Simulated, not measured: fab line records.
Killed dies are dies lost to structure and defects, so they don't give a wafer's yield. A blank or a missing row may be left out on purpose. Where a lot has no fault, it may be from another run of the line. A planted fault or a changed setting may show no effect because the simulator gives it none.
fab line records ; flow nand-harc
record: lots: 6; wafers: 18; last-day: 31
route steps=1302 shown A_CHANNEL_FILL_D2@613 END@1302
lots that met no fault: taken from a fault-free run of the same line
start-h: the number of hours between the record's first day and the start of the first shown wafer of the lot ; wait-h: time in hours since the lot's previous step ; " unchanged from the row above ; L1.1+2: a row that stands for several wafers ; - no value, or no start given ; * or withheld: withheld ; < > ~ a bound
route shown NAME@n: names a module that has steps shown in the file, with the first one's number in the route ; usual: mean and standard deviation over wafers with no fault ; same: alike in all rows ; chamber/n: place in a boat ; sites: the reading at each site ; _std_site: standard deviation across them ; _edge_site: outer sites' mean less inner sites' ; radius-mm: for every site, how far away it sits from the centre of the wafer ; mask NAME#n: copy n ; behind: the tool/chamber that last shaped the wafer ; hold: why the lot went on hold/how many hours it stayed there/how the hold came to an end ; device: whichever transistor did not switch (one of n, p or np) ; end of line: the tests these same wafers got at the end of their route ; for a step that has no rows: nothing shown but its recipe ; killed: count of dies lost to structure and defects at first sort (not the wafer's yield) ; map: the dies of a wafer, with x for killed, . for not killed, _ for no die there
set.NAME: the run value of the setting; set.NAME@STEP: its run value at that earlier step ; model.NAME: the simulator's own value behind a step, which no gauge read
certain route steps with their lots: each step a table, each wafer a row
services: when a tool's chamber went out of use (start-h, in hours from the record's first day, below 0 if earlier), for how many hours, and the reason
== steps ==
step: NHARC_A_CHANNEL_FILL_D2_ALD_03
recipe: target-thk-a: 60; pulse-time-s: 60; ald-cycles: 58; temp-c: 630; pressure-torr: 2; material: SiNx
usual: chamber-pressure-Torr: 1.999/0.0039; precursor-pulse-height-rel: 1.003/0.02; susceptor-temp-C: 630.01/0.27
lot.wafer;tool;chamber;start-h;wait-h;chamber-pressure-Torr;precursor-pulse-height-rel;susceptor-temp-C
L138.2;ald-sin-batch-02;0;-;-;2.005;1.005;629.98
L138.5;ald-sin-batch-02;0;-;-;2.002;1.015;629.84
L138.6;ald-sin-batch-02;0;-;-;2.003;0.991;630.30
L140.1;ald-sin-batch-02;0;-;-;2.008;1.027;630.57
L140.4;ald-sin-batch-02;0;-;-;1.999;1.025;629.94
L140.6;ald-sin-batch-02;0;-;-;1.997;1.003;630.02
L145.1;ald-sin-batch-02;0;-;-;2.004;1.002;-
L145.2;ald-sin-batch-02;0;-;-;2.002;0.993;-
L145.5;ald-sin-batch-02;0;-;-;2.003;0.982;-
L146.1;ald-sin-batch-02;0;-;-;1.998;1.018;-
L146.2;ald-sin-batch-02;0;-;-;1.999;0.988;-
L146.5;ald-sin-batch-02;0;-;-;1.993;1.008;-
L148.3;ald-sin-batch-01;0;-;-;2.004;1.003;630.18
L148.4;ald-sin-batch-01;0;-;-;1.997;0.988;629.80
L148.5;ald-sin-batch-01;0;-;-;2.002;1.033;630.06
L149.1;ald-sin-batch-02;0;-;-;1.995;1.014;629.45
L149.4;ald-sin-batch-02;0;-;-;1.998;0.999;629.63
L149.6;ald-sin-batch-02;0;-;-;2.001;0.999;629.87
step: NHARC_A_CHANNEL_FILL_D2_ALD_14
recipe: target-thk-a: 25; pulse-time-s: 10; ald-cycles: 25; temp-c: 300; material: SiO2
usual: heater-power-w: 467/43; precursor-pulse-height-rel: 0.999/0.019; susceptor-temp-C: 300.00/0.19
lot.wafer;tool;chamber;start-h;wait-h;heater-power-w;precursor-pulse-height-rel;susceptor-temp-C
L138.2;ald-hk-01;1;353.04;0.2;446;1.027;299.70
L138.5;ald-hk-01;2;353.04;0.2;407;1.015;300.25
L138.6;ald-hk-01;3;353.04;0.2;461;1.001;300.19
L140.1;ald-hk-01;0;373.09;0.1;528;1.026;300.16
L140.4;ald-hk-01;2;373.09;0.1;421;0.983;300.34
L140.6;ald-hk-01;3;373.09;0.1;457;0.973;299.77
L145.1;ald-hk-03;1;425.31;0.1;528;1.031;300.17
L145.2;ald-hk-03;2;425.31;0.1;511;1.027;300.06
L145.5;ald-hk-03;3;425.31;0.1;461;0.979;300.20
L146.2;ald-hk-02;0;433.77;0.1;407;0.999;299.87
L146.1;ald-hk-02;1;433.77;0.1;499;0.994;300.04
L146.5;ald-hk-02;3;433.77;0.1;450;0.989;299.84
L148.4;ald-hk-01;0;457.42;0.1;537;0.985;299.92
L148.3;ald-hk-01;1;457.42;0.1;444;0.996;300.07
L148.5;ald-hk-01;3;457.42;0.1;446;1.013;300.24
L149.1;ald-hk-02;3;464.84;0.1;444;0.954;300.18
L149.4;ald-hk-02;1;464.84;0.1;491;0.993;300.13
L149.6;ald-hk-02;0;464.84;0.1;415;1.003;299.64
step: NHARC_A_CHANNEL_FILL_D2_ALD_15
recipe: target-thk-a: 20; pulse-time-s: 60; ald-cycles: 19; temp-c: 630; pressure-torr: 2; material: SiNx
usual: chamber-pressure-Torr: 2.000/0.0043; precursor-pulse-height-rel: 1.001/0.02; susceptor-temp-C: 629.94/0.28
lot.wafer;tool;chamber;start-h;wait-h;chamber-pressure-Torr;precursor-pulse-height-rel;susceptor-temp-C
L138.2;ald-sin-batch-01;0;-;-;1.997;0.984;630.22
L138.5;ald-sin-batch-01;0;-;-;1.995;0.995;629.64
L138.6;ald-sin-batch-01;0;-;-;1.995;0.995;629.47
L140.1;ald-sin-batch-03;0;-;-;2.001;0.986;630.22
L140.4;ald-sin-batch-03;0;-;-;2.002;1.018;630.11
L140.6;ald-sin-batch-03;0;-;-;2.004;0.981;630.15
L145.1;ald-sin-batch-01;0;-;-;2.000;0.958;-
L145.2;ald-sin-batch-01;0;-;-;2.001;1.034;-
L145.5;ald-sin-batch-01;0;-;-;2.000;0.996;-
L146.1;ald-sin-batch-01;0;-;-;2.000;1.014;629.74
L146.2;ald-sin-batch-01;0;-;-;2.000;0.999;630.24
L146.5;ald-sin-batch-01;0;-;-;2.002;1.012;630.08
L148.3;ald-sin-batch-01;0;460.70;3.1;2.004;0.994;629.37
L148.4;ald-sin-batch-01;0;460.70;3.1;2.008;0.981;629.92
L148.5;ald-sin-batch-01;0;460.70;3.1;2.002;1.022;630.04
L149.1;ald-sin-batch-03;0;-;-;1.996;1.009;-
L149.4;ald-sin-batch-03;0;-;-;2.005;0.966;-
L149.6;ald-sin-batch-03;0;-;-;2.003;1.012;-
step: NHARC_A_CHANNEL_FILL_D2_ALD_16
recipe: target-thk-a: 15; pulse-time-s: 10; ald-cycles: 15; temp-c: 300; material: SiO2
usual: heater-power-w: 470/40; precursor-pulse-height-rel: 1.000/0.019; susceptor-temp-C: 300.00/0.19
lot.wafer;tool;chamber;start-h;wait-h;heater-power-w;precursor-pulse-height-rel;susceptor-temp-C
L138.2;ald-hk-03;2;360.41;2.3;498;1.033;299.97
L138.6;ald-hk-03;1;360.41;2.3;515;0.951;299.71
L138.5;ald-hk-03;2;360.41;2.3;505;0.981;299.83
L140.1;ald-hk-03;0;378.25;0.1;412;0.983;299.95
L140.4;ald-hk-03;1;378.25;0.1;500;1.000;300.00
L140.6;ald-hk-03;0;378.25;0.1;429;1.004;300.08
L145.1;ald-hk-03;2;430.38;0.0;505;0.987;-
L145.2;ald-hk-03;0;430.38;0.0;430;0.996;-
L145.5;ald-hk-03;2;430.38;0.0;510;1.001;-
L146.2;ald-hk-02;3;438.89;0.1;457;0.978;299.81
L146.1;ald-hk-02;1;438.89;0.1;504;1.028;299.98
L146.5;ald-hk-02;3;438.89;0.1;450;1.009;300.07
L148.3;ald-hk-03;2;462.78;0.1;506;0.975;299.92
L148.4;ald-hk-03;3;462.78;0.1;451;0.974;300.06
L148.5;ald-hk-03;2;462.78;0.1;495;0.991;299.95
L149.4;ald-hk-02;1;469.98;0.0;494;0.996;300.20
L149.1;ald-hk-02;3;469.98;0.0;456;0.981;299.94
L149.6;ald-hk-02;2;469.98;0.0;495;1.028;300.08
step: NHARC_A_CHANNEL_FILL_D2_ANNEAL_17
recipe: temp-c: 850; time-s: 1800
step: NHARC_A_CHANNEL_FILL_D2_CVD_18
recipe: target-thk-a: 30; temp-c: 550; material: poly-Si
step: NHARC_A_CHANNEL_FILL_D2_ETCHBACK_19
recipe: target-depth-a: 50; time-s: 1.7; hbr-flow-sccm: 150; cl2-flow-sccm: 50; rf-w: 400; icp-w: 400; bias-w: 100; chemistry: HBr/Cl2
step: NHARC_A_CHANNEL_FILL_D2_ETCHBACK_20
recipe: target-depth-a: 270; time-s: 13.5; c4f8-flow-sccm: withheld; o2-flow-sccm: 8; ar-flow-sccm: withheld; rf-w: 600; bias-w: 1500; chemistry: C4F8/O2/Ar
step: NHARC_A_CHANNEL_FILL_D2_STRIP_28
recipe: time-s: 20; o2-flow-sccm: 500; ar-flow-sccm: 0; bias-w: 0; chemistry: O2
usual: drypump-motor-current-A: 5.6/0.36; o2-flow-sccm: 499.7/1.5; oes-product-au: 0.999/0.0071; rf-vpp-V: 57.7/0.92; showerhead-plenum-p-Torr: 3.50/0.14; throttle-valve-pct: 17.036/0.0091
lot.wafer;tool;chamber;start-h;wait-h;drypump-motor-current-A;o2-flow-sccm;oes-product-au;rf-hours-counter-h;rf-vpp-V;showerhead-plenum-p-Torr;throttle-valve-pct
L138.2;rie-diel-04;1;371.86;0.1;5.7;500.2;1.005;1;58.3;3.59;17.036
L138.5;rie-diel-04;1;371.86;0.1;5.7;499.7;1.001;-;58.7;3.59;17.036
L138.6;rie-diel-04;2;371.86;0.1;6.3;497.2;0.995;-;58.8;3.34;17.028
L140.1;rie-diel-08;0;390.45;0.1;5.3;505.5;0.999;0;56.2;3.45;17.039
L140.4;rie-diel-08;3;390.45;0.1;5.4;500.9;1.002;0;56.6;3.44;17.030
L140.6;rie-diel-08;0;390.45;0.1;5.3;502.2;0.998;-;58.7;3.45;17.029
L145.2;rie-diel-04;1;442.04;0.1;5.7;500.2;0.992;12;58.3;3.58;17.049
L145.1;rie-diel-04;2;442.04;0.1;6.2;498.9;1.003;13;58.1;3.34;17.045
L145.5;rie-diel-04;1;442.04;0.1;5.7;500.8;0.992;-;58.0;3.58;17.032
L146.1;rie-diel-05;0;451.56;0.1;5.3;500.5;1.009;2;57.4;3.34;17.048
L146.2;rie-diel-05;1;451.56;0.1;5.5;498.4;0.989;2;59.0;3.66;17.053
L146.5;rie-diel-05;0;451.56;0.1;5.3;500.4;0.995;-;56.4;3.34;17.035
L148.3;rie-diel-05;2;474.84;0.1;5.3;498.7;1.000;2;57.7;3.69;17.040
L148.4;rie-diel-05;1;474.84;0.1;5.5;500.7;0.989;2;58.9;3.66;17.026
L148.5;rie-diel-05;3;474.84;0.1;6.4;497.9;1.010;-;58.9;3.62;17.034
L149.1;rie-diel-08;2;481.53;0.1;5.7;500.0;1.003;3;58.4;3.51;17.024
L149.4;rie-diel-08;3;481.53;0.1;5.4;501.3;1.000;3;57.3;3.44;17.027
L149.6;rie-diel-08;1;481.53;0.1;5.6;500.3;1.005;-;57.3;3.31;17.027
step: NHARC_A_CHANNEL_FILL_D2_PRECLEAN_21
recipe: time-s: 30; chemistry: dHF
step: NHARC_A_CHANNEL_FILL_D2_SRD_23
step: NHARC_A_CHANNEL_FILL_D2_CVD_05
recipe: target-thk-a: 50; temp-c: 550; material: poly-Si
step: NHARC_A_CHANNEL_FILL_D2_ANNEAL_22
recipe: temp-c: 620; time-s: 7200
usual: spike-tc-bottom-C: 641/3.2; spike-tc-centre-C: 620.3/1.5; spike-tc-lower-C: 621.1/0.99; spike-tc-top-C: 638.6/2.3; spike-tc-upper-C: 620.9/1; tube-center-temp-C: 620.01/0.062; tube_center_temp_C_max: 621.61/0.27; zone-power-top-pct: 19.1/2
lot.wafer;tool;chamber;start-h;wait-h;spike-tc-bottom-C;spike-tc-centre-C;spike-tc-lower-C;spike-tc-top-C;spike-tc-upper-C;tube-center-temp-C;tube_center_temp_C_max;zone-power-top-pct
L138.2;furnace-08;0;379.55;3.5;639;620.2;621.1;638.3;622.2;619.95;621.61;18.9
L138.5;furnace-08;0;379.55;3.5;639;620.7;622.6;637.7;622.0;620.1;621.74;18.8
L138.6;furnace-08;0;379.55;3.5;637;618.5;622.5;637.4;620.9;620.16;621.88;19.4
L140.1;furnace-08;0;395.28;0.5;639;620.4;620.2;638.2;621.3;619.91;621.60;19.1
L140.4;furnace-08;0;395.28;0.5;637;617.9;619.2;640.4;621.9;620.05;621.24;19.0
L140.6;furnace-08;0;395.28;0.5;637;619.1;621.0;637.9;620.4;620.06;621.98;18.8
L145.1;furnace-08;0;449.74;3.5;625;606.0;606.2;625.8;608.1;605.56;607.06;18.5
L145.2;furnace-08;0;449.74;3.5;626;606.2;604.7;625.8;606.0;605.5;607.53;17.9
L145.5;furnace-08;0;449.74;3.5;624;604.8;607.2;625.4;605.6;605.6;606.76;18.4
L146.1;furnace-08;0;459.44;3.5;623;605.4;607.8;625.8;607.2;605.53;607.29;18.7
L146.2;furnace-08;0;459.44;3.5;625;606.0;607.3;624.7;606.1;605.54;606.66;18.7
L146.5;furnace-08;0;459.44;3.5;625;605.8;607.0;623.3;607.3;605.46;606.68;18.4
L148.3;furnace-07;0;482.52;3.4;643;620.7;621.6;641.3;620.0;619.96;621.75;16.3
L148.4;furnace-07;0;482.52;3.4;647;619.6;620.8;640.7;620.0;619.97;621.24;16.4
L148.5;furnace-07;0;482.52;3.4;646;621.4;621.7;641.0;621.8;620.04;621.34;16.7
L149.1;furnace-05;0;492.51;6.7;638;622.5;620.6;635.1;621.5;619.96;621.55;21.8
L149.4;furnace-05;0;492.51;6.7;640;621.9;621.4;636.1;621.1;619.96;621.26;21.2
L149.6;furnace-05;0;492.51;6.7;641;620.4;623.4;636.2;622.0;620;621.41;21.4
step: NHARC_END_SORT_01
recipe: temp-c: 25
usual: killed-at-array: 58/20; killed-at-other: 0.9/1.4; killed-at-periphery: 4/3.1; killed-dies: 63/20; killed-open: 3.3/1.8; killed-short: 2.4/1.5
same: gross-dies: 677
lot.wafer;tool;chamber;start-h;wait-h;killed-at-array;killed-at-other;killed-at-periphery;killed-dies;killed-open;killed-short
L148.3;prober-02;0;724.28;3.1;68;2;4;74;5;1
L148.4;prober-02;0;725.08;3.4;80;1;8;89;5;3
L148.5;prober-02;0;725.89;3.7;62;0;5;67;2;0
killed by level:class
L148.3 A_CHANNEL_HOLE_D1:chamber-film-flake=39 A_CHANNEL_HOLE_D2:chamber-film-flake=10 A_CONTACT:chamber-film-flake=5 A_SLIT:chamber-film-flake=4 P_ZERO_WELL:chamber-film-flake=3 A_M1:geometric-particle:open=2 THIN_TSV:chamber-film-flake=2 A_CHANNEL_FILL_D1:geometric-particle:short=1
L148.4 A_CHANNEL_HOLE_D1:chamber-film-flake=34 A_CHANNEL_HOLE_D2:chamber-film-flake=23 P_ZERO_WELL:chamber-film-flake=5 A_DECK1_JOINT:chamber-film-flake=4 A_CHANNEL_FILL_D2:chamber-film-flake=4 A_SLIT:chamber-film-flake=3 P_GATE:chamber-film-flake=2 A_STAIRCASE:chamber-film-flake=2
L148.5 A_CHANNEL_HOLE_D1:chamber-film-flake=31 A_CHANNEL_HOLE_D2:chamber-film-flake=12 A_CONTACT:chamber-film-flake=7 A_SLIT:chamber-film-flake=5 A_STAIRCASE:chamber-film-flake=3 P_ZERO_WELL:chamber-film-flake=2 P_GATE:chamber-film-flake=2 A_CHANNEL_FILL_D2:chamber-film-flake=2
== services ==
tool;chamber;start-h;hours;kind
rie-diel-08;2;333.24;2.9;repair
rie-diel-04;1;341.13;10.2;repair
ald-hk-02;0;352.24;10.0;vent-cycle
rie-diel-04;-;352.96;1.4;repair
rie-diel-04;-;355.65;9.0;pm
rie-diel-05;-;361.77;16.2;repair
rie-diel-08;-;367.80;9.0;pm
rie-diel-08;-;380.31;0.3;repair
furnace-07;-;386.00;26.0;pm
ald-hk-03;-;392.48;10.0;pm
ald-hk-03;0;392.48;10.0;vent-cycle
ald-hk-03;1;392.48;10.0;vent-cycle
ald-hk-03;2;392.48;10.0;vent-cycle
ald-hk-03;3;392.48;10.0;vent-cycle
ald-hk-03;0;402.48;-;clean
ald-hk-03;1;402.48;-;clean
ald-hk-03;2;402.48;-;clean
ald-hk-03;3;402.48;-;clean
rie-diel-05;-;406.60;9.0;pm
rie-diel-05;0;434.29;3.2;repair
ald-hk-01;-;474.00;10.0;pm
rie-diel-04;1;475.97;1.6;repair
furnace-08;-;478.43;26.0;pm
rie-diel-05;-;481.01;0.4;repair
== key ==
first-sign: step: NHARC_A_CHANNEL_FILL_D2_ANNEAL_22; reading: tube-center-temp-C; direction: down; sigmas: 99+; usual: *; struck: *
effect: step: NHARC_A_CHANNEL_FILL_D2_ANNEAL_22; reading: tube_center_temp_C_max; direction: down; sigmas: 53; usual: *; struck: *
met-at NHARC_A_CHANNEL_FILL_D2_ANNEAL_22
struck-wafers L145.1,L145.2,L145.5,L146.1,L146.2,L146.5
tester-left-out L145,L146
onset-between 395.28 449.74
fault: kind: process-parameter-drift; tool: furnace-08; chamber: -; onset-h: 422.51; steps: NHARC_A_CHANNEL_FILL_D2_ANNEAL_22; channel: temp-c; offset: *; shape: step; acts-in: *; stated: *
tester-left-out: of these lots the tester's yield and bins aren't shown, on N5 and GAA mostly nor the transistor test; their killed dies are dies lost to structure and defects alone, not to doping, threshold or leakage, so they don't give the yield
